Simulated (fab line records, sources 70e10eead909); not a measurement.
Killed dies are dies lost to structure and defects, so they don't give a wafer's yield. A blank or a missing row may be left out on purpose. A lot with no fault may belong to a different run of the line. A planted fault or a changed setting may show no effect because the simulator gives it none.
Matching of chambers + flow nand harc + pecvd-01 running NHARC_A_CHANNEL_HOLE_D1_DEP_01: 3 sister chambers
The step deposits SiON, target thk 140 nm. 3 wafers are shown with their chamber, then 8 later ones without.

== WAFERS, EACH WITH ITS CHAMBER ==
| wafer  | chamber | heater power w (W) |
|--------|---------|--------------------|
| L679.3 | 0       | 705                |
| L679.5 | 1       | 772                |
| L682.1 | 2       | 773                |

== WAFERS WITHOUT THEIR CHAMBER ==
| wafer  | heater power w (W) |
|--------|--------------------|
| L682.3 | 809                |
| L682.4 | 812                |
| L689.1 | 841                |
| L689.2 | 760                |
| L689.6 | 849                |
| L694.1 | 866                |
| L694.2 | 744                |
| L694.4 | 752                |

== EACH ONE'S CHAMBER ==
| wafer  | from the rows above          | in truth |
|--------|------------------------------|----------|
| L682.3 | can't be placed: 2 or 1 or 0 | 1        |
| L682.4 | can't be placed: 2 or 1 or 0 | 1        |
| L689.1 | can't be placed: 2 or 1 or 0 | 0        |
| L689.2 | can't be placed: 1 or 2 or 0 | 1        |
| L689.6 | can't be placed: 2 or 1 or 0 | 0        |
| L694.1 | can't be placed: 2 or 1 or 0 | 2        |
| L694.2 | can't be placed: 1 or 2 or 0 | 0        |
| L694.4 | can't be placed: 1 or 2 or 0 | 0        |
0 of 8 placed correctly. Can't be placed from these rows: 8 (the true chamber is among the candidates in 8). Placed wrongly: 0.
How it was worked out, from the rows above alone: a wafer's distance from a chamber is the root of the sum, over the readings, of the square of ((its reading less the chamber's mean) divided by the reading's scatter). The wafer belongs to the nearest chamber; if the next one is less than 2 further off, it can't be placed. The mean given for a chamber averages the wafers shown for that chamber. The scatter: with one shown wafer a chamber, the root of the mean of the squares of how far each hidden wafer lies from its nearest shown one.
